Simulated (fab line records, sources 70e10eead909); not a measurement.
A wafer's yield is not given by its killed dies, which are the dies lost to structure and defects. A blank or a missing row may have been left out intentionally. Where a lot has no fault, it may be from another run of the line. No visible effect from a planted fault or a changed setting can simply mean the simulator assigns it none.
A struck lot beside a sound one -- flow nand harc -- 15 steps out of a route of 1302
Sound: the wafers L894.2, L894.3, L894.5. Struck: wafers L909.1, L909.5 (left out: L909.4, a lot-mate that was not struck); the cause follows at the end.
For every step that has rows: the tool of each side, followed by ch and its chambers, followed by its first start. Under that, the readings that differ: sound wafers -- struck wafers -- difference of the means -- sigmas: that difference in standard deviations of wafers without a fault.
alike: readings with means less than 2 such deviations apart, plus words and numbers identical on both sides. not compared: withheld readings, readings lacking a value on some wafer, bounds such as >300 that could conceal the same value, and numbers that have no deviation in the record and whose values overlap.
The two part at a step that has a row with sigmas, a row that says differs or no value, or rows on one side only. Numbers that don't overlap but have no deviation are shown without sigmas and don't part them. Lack of a reading on every wafer of one side parts them only where that side has two or more wafers.

NHARC_A_DECK1_JOINT_ETCHBACK_00: etches the open film in HBr, target depth 30 nm, time 17.4 s.
  sound on rie si-02 ch 1,2, day 12 00:06; struck on rie si-06 ch 0, day 17 05:24
  alike: drypump motor current A, oes product au, throttle valve pct
  not compared: rf hours counter h
then, 8 steps without rows for these wafers: NHARC_A_DECK1_JOINT_PRECLEAN_30 (cleans in SC1); NHARC_A_DECK1_JOINT_SRD_31; NHARC_A_DECK1_JOINT_CVD_34 (deposits SiNx, target thk 20 nm); NHARC_A_DECK1_JOINT_DEP_06 (deposits SiOx, target thk 80 nm); NHARC_A_DECK1_JOINT_CURE_26 (time 32 s); NHARC_A_DECK1_JOINT_ANNEAL_27 (time 3600 s); NHARC_A_DECK1_JOINT_ANNEAL_28 (time 1800 s); NHARC_A_DECK1_JOINT_ANNEAL_29 (time 1800 s).
NHARC_A_DECK1_JOINT_CMP_02: polishes SiOx.
  sound on cmp-02 ch 0,1,3, day 12 18:13; struck on cmp-01 ch 2, day 18 09:56
  alike: edge zone pressure frac, motor current A
following that, these wafers have no rows for 1 step: NHARC_A_DECK1_JOINT_SRD_15.
NHARC_A_DECK1_JOINT_DEP_16: deposits SiO2, target thk 45 nm.
  sound on pecvd-02 ch 1,2, day 12 18:38; struck on pecvd-04 ch 0,2, day 18 10:30
  alike: heater power w, throttle valve pct
NHARC_A_DECK1_JOINT_THK_MEAS_17: measures by ellipsometry.
  sound: film metro-02 at day 12 18:53; struck: film metro-01 at day 18 10:47
reading,sound,struck,difference,sigmas
thk nm (nm),45.1 43.8 44.9,26.6 27.8,-17.4,-14
NHARC_A_DECK1_JOINT_INSPECT_05:
  sound: defect inspect-01 at day 12 18:55; struck: defect inspect-02 at day 18 10:49
  alike: raw defect count
following that, these wafers have no rows for 1 step: NHARC_END_SORT_01.

## WHERE THEY PART
Only at NHARC_A_DECK1_JOINT_THK_MEAS_17, as far as this record shows. Later steps at which nothing parts them and some readings are alike: NHARC_A_DECK1_JOINT_INSPECT_05.

WHY: what had been put in by the simulator
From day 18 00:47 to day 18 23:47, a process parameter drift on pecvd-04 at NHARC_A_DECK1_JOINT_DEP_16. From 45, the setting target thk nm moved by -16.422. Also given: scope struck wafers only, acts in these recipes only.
